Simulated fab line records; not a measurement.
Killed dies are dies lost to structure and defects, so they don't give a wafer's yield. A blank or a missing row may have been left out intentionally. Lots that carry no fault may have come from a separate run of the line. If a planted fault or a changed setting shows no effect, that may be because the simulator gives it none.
A struck lot beside a sound one -- flow nand harc -- 42 out of 1159 route steps
Sound: the wafers L775.2, L775.3, L775.5. The struck wafers were L784.2, L784.3, L784.6. At the end, the cause is stated.
Per side, at each step with rows, come the tool, then ch with its chambers, and then its first start. Under that, the readings that differ: sound wafers -- struck wafers -- difference of the means -- sigmas: that difference in standard deviations of wafers without a fault.
alike: same words and numbers on both sides, and readings whose means sit less than 2 such deviations apart. not compared: any withheld reading, any reading some wafer has no value for, any bound like >300 that may hide the same value, and any number with overlapping values for which the record gives no deviation.
Wherever a step has rows on one side only, a row that says differs or no value, or a row with sigmas, the two part there. Numbers that don't overlap but have no deviation are shown without sigmas and don't part them. A reading that every wafer of one side lacks parts them only if that side has two wafers or more.

first, 2 steps without rows for these wafers: NHARC_A_M1_ETCH_35 (etches the open film in N2/H2, target depth 40 nm, overetch 12 nm, time 43.94 s); NHARC_A_M1_ETCH_15 (etches the open film in C4F8/Ar, target depth 182.5 nm, time 91.2 s).
NHARC_A_M1_CD_MEAS_16:
  sound on cd sem-03 at day 18 20:08; struck on cd sem-02 at day 20 18:22
  alike: cd nm
then, 3 steps without rows for these wafers: NHARC_A_M1_STRIP_18 (strips in N2/H2); NHARC_A_M1_ETCH_28 (etches the open film in CF4/N2, target depth 30 nm, time 72.99 s); NHARC_A_M1_STRIP_19 (strips in post etch residue remover, time 600 s).
NHARC_A_M1_DEGAS_29: time 60 s.
  sound on pvd sputter-03 at day 18 20:52; struck on pvd sputter-01 at day 20 19:06
  alike: heater power w
then, 5 steps without rows for these wafers: NHARC_A_M1_PRE_CLEAN_30 (time 30 s); NHARC_A_M1_PVD_20 (deposits TaN, target thk 5 nm, time 8.06 s); NHARC_A_M1_PVD_21 (deposits Cu, target thk 30 nm, time 20.49 s); NHARC_A_M1_ECD_22 (material Cu, target thk 400 nm); NHARC_A_M1_ANNEAL_31 (time 90 s).
NHARC_A_M1_CMP_23: polishes, t overpolish 20 s, target thk 154.34 nm.
  sound on cmp-01 ch 0,2, day 18 22:03; struck on cmp-04 ch 2,3, day 20 20:10
  alike: motor current A, time to endpoint s
  not compared: pad life wafers
NHARC_A_M1_THK_MEAS_24: measures by xrf.
  sound on film metro-01 at day 18 22:20; struck on film metro-01 at day 20 20:29
  alike: thk nm
following that, these wafers have no rows for 1 step: NHARC_A_M1_SRD_25.
NHARC_A_M1_INSPECT_27:
  sound on defect inspect-02 at day 18 22:29; struck on defect inspect-02 at day 20 20:39
reading,sound,struck,difference,sigmas
raw defect count,804 790 632,1008 1368 1368,+506,+3
NHARC_A_M1_PRE_CLEAN_32: time 12 s.
  sound on pecvd-03 ch 1,2, day 18 22:34; struck on pecvd-01 ch 0,2, day 20 20:43
  alike: heater power w, rf fwd power W
then, 3 steps without rows for these wafers: NHARC_A_M1_DEP_33 (deposits SiCN, target thk 30 nm); NHARC_A_BONDPAD_DEP_00 (deposits SiCN, target thk 250 nm); NHARC_A_BONDPAD_CMP_29 (polishes SiCN, target thk 200 nm).
NHARC_A_BONDPAD_THK_MEAS_30: measures by ellipsometry.
  sound on film metro-01 at day 18 23:51; struck on film metro-02 at day 20 22:01
  alike: thk nm
then, 10 steps without rows for these wafers: NHARC_A_BONDPAD_SRD_31; NHARC_A_BONDPAD_DEHYDRATE_01 (time 120 s); NHARC_A_BONDPAD_HMDS_02 (time 30 s); NHARC_A_BONDPAD_COAT_33 (time 65 s); NHARC_A_BONDPAD_COAT_03 (resist thk 600 nm); NHARC_A_BONDPAD_SOFTBAKE_04 (time 70 s); NHARC_A_BONDPAD_EBR_05; NHARC_A_BONDPAD_EXPOSE_06 (exposes mask A BPAD); NHARC_A_BONDPAD_PEB_07 (peb time 80 s); NHARC_A_BONDPAD_DEVELOP_08 (time 50 s).
NHARC_A_BONDPAD_CD_MEAS_09 targets a cd of 500 nm.
  sound on cd sem-01 ch 0, day 19 00:17; struck on cd sem-03 ch 0, day 20 22:35
  alike: cd nm
NHARC_A_BONDPAD_OVL_MEAS_35:
  sound on overlay-01 at day 19 00:23; struck on overlay-01 at day 20 22:40
  alike: overlay x nm, overlay y nm
then, 1 step without rows for these wafers: NHARC_A_BONDPAD_HARDBAKE_10 (time 65 s).
NHARC_A_BONDPAD_DESCUM_11: chemistry O2, time 3 s.
  sound on rie diel-05 ch 0,1,2, day 19 00:30; struck on rie diel-06 ch 0,3, day 20 22:47
  alike: drypump motor current A, oes product au, rf vpp V, showerhead plenum p Torr, throttle valve pct
  not compared: rf hours counter h
NHARC_A_BONDPAD_ETCH_34: etches the open film in N2/H2, target depth 60 nm, overetch 18 nm, time 65.91 s.
  sound on rie diel-05 ch 0,3, day 19 00:35; struck on rie diel-06 ch 1,2, day 20 22:53
  alike: drypump motor current A, oes product au, rf fwd power W, rf vpp V, showerhead plenum p Torr, throttle valve pct
  not compared: rf hours counter h
NHARC_A_BONDPAD_ETCH_12: etches the open film in CHF3/O2, target depth 220 nm, time 110 s.
  sound: rie diel-05 ch 1,2; struck: rie diel-06 ch 0,1
  alike: drypump motor current A, oes product au, rf fwd power W, rf vpp V, showerhead plenum p Torr, throttle valve pct
  not compared: rf hours counter h
NHARC_A_BONDPAD_CD_MEAS_13:
  sound on cd sem-02 at day 19 00:50; struck on cd sem-03 at day 20 23:07
  alike: cd nm
then, 3 steps without rows for these wafers: NHARC_A_BONDPAD_STRIP_15 (strips in O2); NHARC_A_BONDPAD_ETCH_24 (etches the open film in CF4/N2, target depth 30 nm, time 72.99 s); NHARC_A_BONDPAD_STRIP_16 (strips in post etch residue remover, time 600 s).
NHARC_END_SORT_01:
  sound on prober-02 ch 0, day 20 07:55; struck on prober-01 ch 0, day 22 09:10
reading,sound,struck,difference,sigmas
defect limited yield (%),97.0 94.8 96.9,62.5 66.8 62.0,-32.5,-23
killed at array,15 28 20,249 222 252,+220,+24
killed dies,20 35 21,254 225 257,+220,+24
killed open,5 12 2,2 2 2,-4,-2
sort_bin_2_pct (%),0.7 1.3 0.6,12.6 13.6 12.3,+12.0,+20
sort_bin_3_pct (%),0 0.44 0.15,2.51 3.10 2.51,+2.51,+15
sort_bin_4_pct (%),2.2 3.4 2.4,22.5 16.5 23.2,+18.1,+20
sort n pass,657 642 656,423 452 420,-220,-24
sort rim yield pct (%),98.1 95.3 95.3,61.3 62.3 59.4,-35.2,-17
sort yield pct (%),97.0 94.8 96.9,62.5 66.8 62.0,-32.5,-23
  alike: killed at other, killed at periphery, killed short

## WHERE THEY PART
At NHARC_A_M1_INSPECT_27 first; at NHARC_END_SORT_01 last (within this record only).

WHY: what the simulator had put in
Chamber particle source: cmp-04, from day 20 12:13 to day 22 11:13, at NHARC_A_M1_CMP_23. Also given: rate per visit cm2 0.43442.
